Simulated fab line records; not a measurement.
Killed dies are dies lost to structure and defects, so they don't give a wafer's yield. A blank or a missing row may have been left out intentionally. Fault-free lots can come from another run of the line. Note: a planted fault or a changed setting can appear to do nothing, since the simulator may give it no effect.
Which tool is to blame? || flow nand_harc || 13 lots, 39 wafers sampled, at 6 steps of a route of 1159

## WHAT EACH GAUGE READ, for each wafer
NHARC_P_ZERO_WELL_CD_MEAS_52 targets a cd of 2000 nm.
{"lot": "L180", "measured": "day 1 23:44", "on": "cd_sem-03", "cd_nm (nm)": "2000.2 2001.1 2004.5"}
{"lot": "L181", "measured": "day 2 05:52", "on": "cd_sem-01", "cd_nm (nm)": "1997.6 2002.4 2001.1"}
{"lot": "L182", "measured": "day 2 11:54", "on": "cd_sem-03", "cd_nm (nm)": "2000.8 2000.5 2003.6"}
{"lot": "L184", "measured": "day 2 23:55", "on": "cd_sem-01", "cd_nm (nm)": "1998.3 2001.0 1998.5"}
{"lot": "L185", "measured": "day 3 05:52", "on": "cd_sem-03", "cd_nm (nm)": "1445.9 1442.8 1447.4"}
{"lot": "L193", "measured": "day 5 05:38", "on": "cd_sem-03", "cd_nm (nm)": "2000.8 2001.2 2005.0"}
{"lot": "L194", "measured": "day 5 11:44", "on": "cd_sem-03", "cd_nm (nm)": "1998.0 1995.9 1998.6"}
{"lot": "L195", "measured": "day 5 18:04", "on": "cd_sem-03", "cd_nm (nm)": "2005.2 2002.8 1999.4"}
{"lot": "L196", "measured": "day 5 23:48", "on": "cd_sem-01", "cd_nm (nm)": "1997.8 1997.2 2002.5"}
{"lot": "L198", "measured": "day 6 11:29", "on": "cd_sem-01", "cd_nm (nm)": "1998.6 1997.6 1996.6"}
{"lot": "L199", "measured": "day 6 17:52", "on": "cd_sem-02", "cd_nm (nm)": "2000.2 1996.5 1993.3"}
{"lot": "L200", "measured": "day 6 23:37", "on": "cd_sem-03", "cd_nm (nm)": "1998.2 1998.4 2000.2"}
{"lot": "L202", "measured": "day 7 11:38", "on": "cd_sem-03", "cd_nm (nm)": "1999.0 1998.4 1997.3"}

NHARC_P_CONTACT_OVL_MEAS_13.
{"lot": "L180", "measured": "day 5 17:34", "on": "overlay-02", "overlay_x_nm (nm)": "1.9 2.0 1.4", "overlay_y_nm (nm)": "1.1 0.8 1.0"}
{"lot": "L181", "measured": "day 6 04:21", "on": "overlay-01", "overlay_x_nm (nm)": "-1.1 -0.6 0.0", "overlay_y_nm (nm)": "1.1 1.0 1.6"}
{"lot": "L182", "measured": "day 6 05:19", "on": "overlay-02", "overlay_x_nm (nm)": "-1.2 -1.4 -0.8", "overlay_y_nm (nm)": "-0.2 -0.9 -0.6"}
{"lot": "L184", "measured": "day 6 14:02", "on": "overlay-01", "overlay_x_nm (nm)": "0.7 0.8 0.9", "overlay_y_nm (nm)": "1.5 1.9 0.9"}
{"lot": "L193", "measured": "day 9 07:01", "on": "overlay-02", "overlay_x_nm (nm)": "-0.2 0.6 -0.1", "overlay_y_nm (nm)": "-0.2 -0.3 -0.7"}
{"lot": "L194", "measured": "day 8 23:34", "on": "overlay-01", "overlay_x_nm (nm)": "-0.8 -1.2 -0.4", "overlay_y_nm (nm)": "0.0 -0.3 -0.3"}
{"lot": "L195", "measured": "day 9 12:35", "on": "overlay-02", "overlay_x_nm (nm)": "-0.5 -0.6 -0.6", "overlay_y_nm (nm)": "0.1 0.1 -0.3"}
{"lot": "L196", "measured": "day 9 18:37", "on": "overlay-02", "overlay_x_nm (nm)": "0.1 0.7 -0.2", "overlay_y_nm (nm)": "-0.9 -1.1 -1.6"}
{"lot": "L198", "measured": "day 10 06:59", "on": "overlay-02", "overlay_x_nm (nm)": "0.9 0.9 0.4", "overlay_y_nm (nm)": "0.2 0.3 -0.1"}
{"lot": "L199", "measured": "day 10 05:44", "on": "overlay-01", "overlay_x_nm (nm)": "0.5 0.1 0.3", "overlay_y_nm (nm)": "0.4 1.0 0.6"}
{"lot": "L200", "measured": "day 10 20:45", "on": "overlay-02", "overlay_x_nm (nm)": "-0.5 -1.1 -1.1", "overlay_y_nm (nm)": "-0.7 -0.3 -1.4"}
{"lot": "L202", "measured": "day 11 11:24", "on": "overlay-01", "overlay_x_nm (nm)": "-1.1 -1.4 -1.1", "overlay_y_nm (nm)": "-0.6 -0.1 -0.1"}

NHARC_END_SORT_01.
{"lot": "L185", "measured": "day 20 16:58", "on": "prober-01", "killed_at_array": "32 34 47", "killed_at_other": "0 0 0", "killed_at_periphery": "645 643 629", "killed_dies": "677 677 676", "killed_open": "2 1 3", "killed_short": "3 0 1"}

## WHICH TOOL RAN EACH LOT (tool, then ch and the chambers of the sampled wafers, then the start)
{"lot": "L180", "NHARC_P_ZERO_WELL_EXPOSE_49": "krf_scanner-02 ch 0, day 1 23:35", "NHARC_P_STI_DESCUM_14": "rie_diel-10 ch 1,2,3, day 2 14:40", "NHARC_P_GATE_STRIP_95": "plasma_asher-01 ch 0,1, day 5 13:58"}
{"lot": "L181", "NHARC_P_ZERO_WELL_EXPOSE_49": "krf_scanner-01 ch 0, day 2 05:43", "NHARC_P_STI_DESCUM_14": "rie_diel-02 ch 2,3, day 3 02:32", "NHARC_P_GATE_STRIP_95": "plasma_asher-02 ch 0,1, day 6 00:36"}
{"lot": "L182", "NHARC_P_ZERO_WELL_EXPOSE_49": "krf_scanner-02 ch 0, day 2 11:44", "NHARC_P_STI_DESCUM_14": "rie_diel-12 ch 0,3, day 3 02:22", "NHARC_P_GATE_STRIP_95": "plasma_asher-02 ch 0,1, day 6 01:53"}
{"lot": "L184", "NHARC_P_ZERO_WELL_EXPOSE_49": "krf_scanner-02 ch 0, day 2 23:45", "NHARC_P_STI_DESCUM_14": "rie_diel-02 ch 0,1,2, day 3 18:39", "NHARC_P_GATE_STRIP_95": "plasma_asher-02 ch 0,1, day 6 10:28"}
{"lot": "L185", "NHARC_P_ZERO_WELL_EXPOSE_49": "krf_scanner-03 ch 0, day 3 05:42", "NHARC_P_STI_DESCUM_14": "-", "NHARC_P_GATE_STRIP_95": "-"}
{"lot": "L193", "NHARC_P_ZERO_WELL_EXPOSE_49": "krf_scanner-02 ch 0, day 5 05:28", "NHARC_P_STI_DESCUM_14": "rie_diel-12 ch 0,1, day 6 00:41", "NHARC_P_GATE_STRIP_95": "plasma_asher-02 ch 0, day 9 03:34"}
{"lot": "L194", "NHARC_P_ZERO_WELL_EXPOSE_49": "krf_scanner-01 ch 0, day 5 11:35", "NHARC_P_STI_DESCUM_14": "rie_diel-10 ch 0,3, day 6 05:16", "NHARC_P_GATE_STRIP_95": "plasma_asher-01 ch 1, day 8 20:10"}
{"lot": "L195", "NHARC_P_ZERO_WELL_EXPOSE_49": "krf_scanner-03 ch 0, day 5 17:55", "NHARC_P_STI_DESCUM_14": "rie_diel-12 ch 0,1,3, day 6 11:33", "NHARC_P_GATE_STRIP_95": "plasma_asher-01 ch 0,1, day 9 09:11"}
{"lot": "L196", "NHARC_P_ZERO_WELL_EXPOSE_49": "krf_scanner-01 ch 0, day 5 23:38", "NHARC_P_STI_DESCUM_14": "rie_diel-10 ch 0,1,2, day 6 18:17", "NHARC_P_GATE_STRIP_95": "plasma_asher-01 ch 0,1, day 9 15:13"}
{"lot": "L198", "NHARC_P_ZERO_WELL_EXPOSE_49": "krf_scanner-02 ch 0, day 6 11:20", "NHARC_P_STI_DESCUM_14": "rie_diel-10 ch 0,2, day 7 08:16", "NHARC_P_GATE_STRIP_95": "plasma_asher-02 ch 0,1, day 10 03:25"}
{"lot": "L199", "NHARC_P_ZERO_WELL_EXPOSE_49": "krf_scanner-03 ch 0, day 6 17:43", "NHARC_P_STI_DESCUM_14": "rie_diel-12 ch 0,1,2, day 7 08:06", "NHARC_P_GATE_STRIP_95": "plasma_asher-02 ch 0,1, day 10 02:19"}
{"lot": "L200", "NHARC_P_ZERO_WELL_EXPOSE_49": "krf_scanner-03 ch 0, day 6 23:28", "NHARC_P_STI_DESCUM_14": "rie_diel-02 ch 0,1,3, day 7 19:36", "NHARC_P_GATE_STRIP_95": "plasma_asher-01 ch 0,1, day 10 17:01"}
{"lot": "L202", "NHARC_P_ZERO_WELL_EXPOSE_49": "krf_scanner-02 ch 0, day 7 11:29", "NHARC_P_STI_DESCUM_14": "rie_diel-02 ch 0,1,3, day 8 06:36", "NHARC_P_GATE_STRIP_95": "plasma_asher-01 ch 0,1, day 11 07:50"}
- NHARC_P_ZERO_WELL_EXPOSE_49: exposes mask P HVPW, target cd 2000 nm.
- NHARC_P_STI_DESCUM_14: chemistry O2, time 3 s.
- NHARC_P_GATE_STRIP_95: strips in O2.

## AS READ BY THE TOOLS THEMSELVES (means over the sampled wafers that have a number; for cases with no such wafer, the mark the record gives instead)
NHARC_P_STI_DESCUM_14.
{"lot": "L180", "tool": "rie_diel-10", "drypump_motor_current_A (A)": 5.8, "oes_product_au (a.u.)": 1.005, "rf_vpp_V (V)": 57.8, "showerhead_plenum_p_Torr (Torr)": 1.97, "throttle_valve_pct (%)": 11.316}
{"lot": "L181", "tool": "rie_diel-02", "drypump_motor_current_A (A)": 6.0, "oes_product_au (a.u.)": 0.998, "rf_vpp_V (V)": 57.9, "showerhead_plenum_p_Torr (Torr)": 2.00, "throttle_valve_pct (%)": 11.307}
{"lot": "L182", "tool": "rie_diel-12", "drypump_motor_current_A (A)": 5.4, "oes_product_au (a.u.)": 1.011, "rf_vpp_V (V)": 57.8, "showerhead_plenum_p_Torr (Torr)": 2.03, "throttle_valve_pct (%)": 11.309}
{"lot": "L184", "tool": "rie_diel-02", "drypump_motor_current_A (A)": 5.9, "oes_product_au (a.u.)": 0.999, "rf_vpp_V (V)": 58.4, "showerhead_plenum_p_Torr (Torr)": 1.88, "throttle_valve_pct (%)": 11.308}
{"lot": "L193", "tool": "rie_diel-12", "drypump_motor_current_A (A)": 5.1, "oes_product_au (a.u.)": 1.002, "rf_vpp_V (V)": 57.4, "showerhead_plenum_p_Torr (Torr)": 1.91, "throttle_valve_pct (%)": 11.317}
{"lot": "L194", "tool": "rie_diel-10", "drypump_motor_current_A (A)": 5.7, "oes_product_au (a.u.)": 1.015, "rf_vpp_V (V)": 58.1, "showerhead_plenum_p_Torr (Torr)": 1.94, "throttle_valve_pct (%)": 11.318}
{"lot": "L195", "tool": "rie_diel-12", "drypump_motor_current_A (A)": 5.3, "oes_product_au (a.u.)": 1.011, "rf_vpp_V (V)": 58.4, "showerhead_plenum_p_Torr (Torr)": 1.97, "throttle_valve_pct (%)": 11.313}
{"lot": "L196", "tool": "rie_diel-10", "drypump_motor_current_A (A)": 5.9, "oes_product_au (a.u.)": 1.004, "rf_vpp_V (V)": 57.8, "showerhead_plenum_p_Torr (Torr)": 1.90, "throttle_valve_pct (%)": 11.309}
{"lot": "L198", "tool": "rie_diel-10", "drypump_motor_current_A (A)": 5.9, "oes_product_au (a.u.)": 0.991, "rf_vpp_V (V)": 57.0, "showerhead_plenum_p_Torr (Torr)": 1.82, "throttle_valve_pct (%)": 11.307}
{"lot": "L199", "tool": "rie_diel-12", "drypump_motor_current_A (A)": 5.5, "oes_product_au (a.u.)": 1.002, "rf_vpp_V (V)": 57.3, "showerhead_plenum_p_Torr (Torr)": 1.91, "throttle_valve_pct (%)": 11.313}
{"lot": "L200", "tool": "rie_diel-02", "drypump_motor_current_A (A)": 5.7, "oes_product_au (a.u.)": 1.002, "rf_vpp_V (V)": 57.9, "showerhead_plenum_p_Torr (Torr)": 1.93, "throttle_valve_pct (%)": 11.316}
{"lot": "L202", "tool": "rie_diel-02", "drypump_motor_current_A (A)": 5.7, "oes_product_au (a.u.)": 0.993, "rf_vpp_V (V)": 57.8, "showerhead_plenum_p_Torr (Torr)": 1.93, "throttle_valve_pct (%)": 11.310}

NHARC_P_GATE_STRIP_95.
{"lot": "L180", "tool": "plasma_asher-01", "drypump_motor_current_A (A)": 5.61, "heater_power_w (W)": 366}
{"lot": "L181", "tool": "plasma_asher-02", "drypump_motor_current_A (A)": 5.79, "heater_power_w (W)": 352}
{"lot": "L182", "tool": "plasma_asher-02", "drypump_motor_current_A (A)": 5.57, "heater_power_w (W)": 375}
{"lot": "L184", "tool": "plasma_asher-02", "drypump_motor_current_A (A)": 5.57, "heater_power_w (W)": 379}
{"lot": "L193", "tool": "plasma_asher-02", "drypump_motor_current_A (A)": 5.34, "heater_power_w (W)": 391}
{"lot": "L194", "tool": "plasma_asher-01", "drypump_motor_current_A (A)": 5.38, "heater_power_w (W)": 299}
{"lot": "L195", "tool": "plasma_asher-01", "drypump_motor_current_A (A)": 5.62, "heater_power_w (W)": 366}
{"lot": "L196", "tool": "plasma_asher-01", "drypump_motor_current_A (A)": 5.64, "heater_power_w (W)": 362}
{"lot": "L198", "tool": "plasma_asher-02", "drypump_motor_current_A (A)": 5.78, "heater_power_w (W)": 337}
{"lot": "L199", "tool": "plasma_asher-02", "drypump_motor_current_A (A)": 5.80, "heater_power_w (W)": 338}
{"lot": "L200", "tool": "plasma_asher-01", "drypump_motor_current_A (A)": 5.62, "heater_power_w (W)": 368}
{"lot": "L202", "tool": "plasma_asher-01", "drypump_motor_current_A (A)": 5.51, "heater_power_w (W)": 337}

## THE ANSWER, worked out from the rows above alone
Rule: usual is defined by the lots themselves. The widest of any qualifying gaps counts: lots, ordered by their means at a reading, are off when they make up no more than a third of the lots, leave a main group of 4 or more, and stand apart from it by 3 or more times the standard deviation of that group's means. The tables above print the reading to a certain number of digits; a main group whose means all agree to those digits is not used. A lot without any number at a reading at which 4 lots or more have one is off too. Any other lot the step has rows for is counted as sound. First the gauges in route order, then the tools' own readings, where a lot's mean is used as printed above. At the first step where some lot is off, the reading lying furthest off is the one used; lots without a number count as furthest.
Off: L185 (NHARC_P_ZERO_WELL_CD_MEAS_52, cd_nm). For the main group the mean is 1999.7 nm and the standard deviation 1.9.
A tool fits if, at a process step before that reading, it ran every lot that is off, and no sound lot after the first of them. The gauges at NHARC_P_ZERO_WELL_CD_MEAS_52 are tried like those tools. None of those tried fits.

## WHAT THE SIMULATOR HAD PUT IN
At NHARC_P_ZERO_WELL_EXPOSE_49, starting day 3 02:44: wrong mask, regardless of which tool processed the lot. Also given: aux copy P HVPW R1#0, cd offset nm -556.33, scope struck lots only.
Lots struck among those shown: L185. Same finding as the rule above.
